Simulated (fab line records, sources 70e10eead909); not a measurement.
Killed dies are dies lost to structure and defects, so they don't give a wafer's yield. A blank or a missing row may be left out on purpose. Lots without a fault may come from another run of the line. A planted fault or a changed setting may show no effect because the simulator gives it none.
Chamber matching | flow nand_harc | NHARC_A_CHANNEL_FILL_D1_ETCHBACK_20 on rie_diel-12: 4 sister chambers
The step etches the open film in C4F8/O2/Ar, target depth 27 nm, time 13.5 s. 4 wafers are shown with their chamber, then 12 later ones without.

WAFERS WITH THEIR CHAMBER
wafer  | chamber | rf_vpp_V (V)
L079.5 | 2       | 977
L089.6 | 1       | 975
L086.1 | 0       | 983
L086.5 | 3       | 988

WAFERS WITHOUT THEIR CHAMBER
wafer  | rf_vpp_V (V)
L088.1 | 988
L088.3 | 975
L088.5 | 987
L092.4 | 988
L092.5 | 982
L092.6 | 975
L096.2 | 983
L096.3 | 976
L096.4 | 984
L097.2 | 974
L097.3 | 981
L097.6 | 983

WHICH CHAMBER EACH WENT THROUGH
wafer  | from the rows above     | in truth
L088.1 | 3                       | 3
L088.3 | 1                       | 1
L088.5 | 3                       | 3
L092.4 | 3                       | 3
L092.5 | 0                       | 0
L092.6 | 1                       | 1
L096.2 | 0                       | 0
L096.3 | can't be placed: 1 or 2 | 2
L096.4 | 0                       | 0
L097.2 | 1                       | 1
L097.3 | 0                       | 0
L097.6 | 0                       | 0
Placed correctly: 11 of 12. Can't be placed from these rows: 1 (the true chamber is among the candidates in 1). Placed wrongly: 0.
How it was worked out, from the rows above alone: a wafer's distance from a chamber is the root of the sum, over the readings, of the square of ((its reading less the chamber's mean) divided by the reading's scatter). The wafer belongs to the nearest chamber; if the next one is less than 2 further off, it can't be placed. A chamber's mean is the mean of its shown wafers. The scatter: with one shown wafer a chamber, the root of the mean of the squares of how far each hidden wafer lies from its nearest shown one.
